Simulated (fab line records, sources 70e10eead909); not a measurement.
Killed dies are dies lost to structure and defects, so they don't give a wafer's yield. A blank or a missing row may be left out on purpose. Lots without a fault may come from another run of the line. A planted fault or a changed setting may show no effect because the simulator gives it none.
Which tool did it? | flow nand_harc | 12 lots, 36 wafers sampled, at 5 steps of a route of 1159

WHAT THE GAUGES READ, wafer by wafer
NHARC_THIN_TSV_THK_MEAS_02: measures by ir. Usual: thk_nm 2956 nm, standard deviation 230.
lot  | measured     | on            | thk_nm (nm)    | flag
L711 | day 18 19:08 | film_metro-01 | 2627 2869 2915 |
L712 | day 18 17:56 | film_metro-01 | 2654 2286 2867 |
L713 | day 19 04:50 | film_metro-02 | 2935 2955 2863 |
L715 | day 19 07:13 | film_metro-02 | 2875 3023 2948 |
L717 | day 19 20:10 | film_metro-01 | 2574 2813 3151 |
L716 | day 19 21:22 | film_metro-01 | 2832 2927 3026 |
L719 | day 20 09:28 | film_metro-01 | 2700           |
L727 | day 22 10:34 | film_metro-01 | 3046 2861 3250 |
L730 | day 23 00:10 | film_metro-02 | 3283 3407 3103 |
L731 | day 23 20:29 | film_metro-01 | 2400 2526 2580 |
L732 | day 24 07:35 | film_metro-01 | 3001 3258 2908 |
L734 | day 25 08:53 | film_metro-02 | 3038 2834 2651 |

NHARC_END_SORT_01. Usual: defect_limited_yield 95.6 %, standard deviation 1.4; killed_at_array 26, standard deviation 9; killed_at_other 0.8, standard deviation 1.2; killed_at_periphery 3.2, standard deviation 2.3; killed_dies 30, standard deviation 9.1; killed_open 3.5, standard deviation 2; killed_short 1.8, standard deviation 1.4; sort_bin_2_pct 1.4 %, standard deviation 0.59; sort_bin_3_pct 0.25 %, standard deviation 0.22; sort_bin_4_pct 2.8 %, standard deviation 0.91; sort_n_pass 647, standard deviation 9.1; sort_rim_yield_pct 95.4 %, standard deviation 3; sort_yield_pct 95.6 %, standard deviation 1.4.
lot  | measured     | on        | defect_limited_yield (%) | killed_at_array | killed_at_other | killed_at_periphery | killed_dies | killed_open | killed_short | sort_bin_2_pct (%) | sort_bin_3_pct (%) | sort_bin_4_pct (%) | sort_n_pass | sort_rim_yield_pct (%) | sort_yield_pct (%) | flag
L719 | day 21 02:12 | prober-02 | 0 0 95.6                 | 672 675 25      | 0 0 0           | 5 2 5               | 677 677 30  | 4 3 3       | 0 2 2        | 96.9 98.1 1.3      | 0 0.44 0.30        | 3.1 1.5 2.8        | 0 0 647     | 0 0 93.4               | 0 0 95.6           | OFF

WHICH TOOL RAN EACH LOT (tool, then ch and the chambers of the sampled wafers, then the start)
lot  | NHARC_A_M0_DEP_00               | NHARC_HYBRID_BOND_ACTIVATE_00      | NHARC_THIN_TSV_ETCHBACK_48
L711 | pecvd-01 ch 0,1,2, day 17 16:26 | rie_diel-06 ch 0,1,2, day 18 05:25 | rie_diel-04 ch 1,2, day 19 02:27
L712 | pecvd-04 ch 0,1,2, day 17 16:59 | rie_diel-06 ch 2,3, day 18 06:09   | rie_diel-04 ch 0,1, day 18 21:16
L713 | pecvd-03 ch 0,1, day 18 00:47   | rie_diel-08 ch 0,2,3, day 18 14:19 | rie_diel-04 ch 1,2, day 19 08:01
L715 | pecvd-03 ch 0,2, day 18 01:20   | rie_diel-08 ch 0,3, day 18 14:58   | rie_diel-13 ch 0,2,3, day 19 10:34
L717 | pecvd-03 ch 0,2, day 18 17:31   | rie_diel-06 ch 0,2,3, day 19 07:11 | rie_diel-04 ch 1,2, day 19 23:34
L716 | pecvd-04 ch 0,1,2, day 18 18:29 | rie_diel-08 ch 0,2, day 19 07:29   | rie_diel-12 ch 0,3, day 20 02:35
L719 | pecvd-03 ch 0,2, day 19 09:11   | rie_diel-08 ch 0, day 19 21:52     | rie_diel-13 ch 3, day 20 13:04
L727 | pecvd-01 ch 0,1, day 21 06:01   | rie_diel-06 ch 0,1,2, day 21 18:33 | rie_diel-12 ch 0,3, day 22 14:05
L730 | pecvd-01 ch 0,1, day 22 02:07   | rie_diel-08 ch 1,2,3, day 22 14:31 | rie_diel-13 ch 0,1,3, day 23 03:32
L731 | pecvd-03 ch 1,2, day 22 16:44   | rie_diel-08 ch 0,1,2, day 23 05:29 | rie_diel-13 ch 1,2, day 23 23:46
L732 | pecvd-03 ch 0,1,2, day 22 23:25 | rie_diel-08 ch 0,1,3, day 23 13:06 | rie_diel-04 ch 0,2,3, day 24 10:56
L734 | pecvd-01 ch 0,1, day 24 08:07   | rie_diel-08 ch 0,1, day 24 20:20   | rie_diel-13 ch 0,3, day 25 12:20
- NHARC_A_M0_DEP_00: deposits SiOC, target thk 150 nm.
- NHARC_HYBRID_BOND_ACTIVATE_00: chemistry N2, time 60 s.
- NHARC_THIN_TSV_ETCHBACK_48: etches the open film in C4F8/Ar, target depth 1028.5 nm, time 405.17 s.

WHAT THE TOOLS THEMSELVES READ (means of the sampled wafers that have a number; where no wafer has one, the mark that the record gives instead)
NHARC_HYBRID_BOND_ACTIVATE_00. Usual: drypump_motor_current_A 5.99 A, standard deviation 0.3; oes_product_au 1.004 a.u., standard deviation 0.0095; rf_vpp_V 64.2 V, standard deviation 0.85; showerhead_plenum_p_Torr 1.77 Torr, standard deviation 0.064.
lot  | tool        | drypump_motor_current_A (A) | oes_product_au (a.u.) | rf_vpp_V (V) | showerhead_plenum_p_Torr (Torr) | flag
L711 | rie_diel-06 | 6.34                        | 0.995                 | 63.8         | 1.73                            |
L712 | rie_diel-06 | 6.19                        | 0.994                 | 64.2         | 1.79                            |
L713 | rie_diel-08 | 5.84                        | 0.999                 | 64.6         | 1.77                            |
L715 | rie_diel-08 | 5.74                        | 1.007                 | 64.1         | 1.71                            |
L717 | rie_diel-06 | 6.16                        | 0.998                 | 64.0         | 1.75                            |
L716 | rie_diel-08 | 5.92                        | 1.000                 | 64.5         | 1.79                            |
L719 | rie_diel-08 | 5.88                        | 0.980                 | 64.0         | 1.75                            |
L727 | rie_diel-06 | 6.34                        | 0.998                 | 64.1         | 1.73                            |
L730 | rie_diel-08 | 5.99                        | 1.000                 | 63.8         | 1.79                            |
L731 | rie_diel-08 | 6.11                        | 1.007                 | 64.5         | 1.81                            |
L732 | rie_diel-08 | 5.96                        | 1.014                 | 62.9         | 1.76                            |
L734 | rie_diel-08 | 6.07                        | 1.012                 | 64.4         | 1.77                            |

NHARC_THIN_TSV_ETCHBACK_48. Usual: oes_product_au 0.96 a.u., standard deviation 0.039; rf_vpp_V 547 V, standard deviation 3.6.
lot  | tool        | oes_product_au (a.u.) | rf_vpp_V (V) | flag
L711 | rie_diel-04 | 0.93                  | 548          |
L712 | rie_diel-04 | 0.92                  | 548          |
L713 | rie_diel-04 | 1.00                  | 549          |
L715 | rie_diel-13 | 0.92                  | 548          |
L717 | rie_diel-04 | 0.93                  | 548          |
L716 | rie_diel-12 | 0.92                  | 546          |
L719 | rie_diel-13 | 1.02                  | 551          |
L727 | rie_diel-12 | 0.92                  | 547          |
L730 | rie_diel-13 | 0.93                  | 545          |
L731 | rie_diel-13 | 0.93                  | 550          |
L732 | rie_diel-04 | 0.92                  | 547          |
L734 | rie_diel-13 | 0.94                  | 548          |

THE ANSWER, worked out from the rows above alone
Rule: a lot is off if the mean of its wafers that have a number lies more than 3 standard deviations from the usual mean. A lot without any number at a reading at which 4 lots or more have one is off too. The other lots that the step has rows for count as sound. The gauges are gone through in route order, then the tools' own readings, and for those a lot's mean is taken as printed above. The first step at which some lot is off is used, and at that step the reading that is off furthest; a lot without a number counts as furthest.
Off: L719, at NHARC_END_SORT_01 (sort_bin_2_pct). Neither off nor sound, because the step has no rows for them: L711, L712, L713, L715, L717, L716, L727, L730, L731, L732, L734.
A tool fits if, at a process step before that reading, it ran every lot that is off, and no sound lot after the first of them. The gauges at NHARC_END_SORT_01 are tried like those tools. Can't be told from this: 4 tools fit, pecvd-03 at NHARC_A_M0_DEP_00, rie_diel-08 at NHARC_HYBRID_BOND_ACTIVATE_00, rie_diel-13 at NHARC_THIN_TSV_ETCHBACK_48, prober-02 at NHARC_END_SORT_01.

WHAT THE SIMULATOR HAD PUT IN
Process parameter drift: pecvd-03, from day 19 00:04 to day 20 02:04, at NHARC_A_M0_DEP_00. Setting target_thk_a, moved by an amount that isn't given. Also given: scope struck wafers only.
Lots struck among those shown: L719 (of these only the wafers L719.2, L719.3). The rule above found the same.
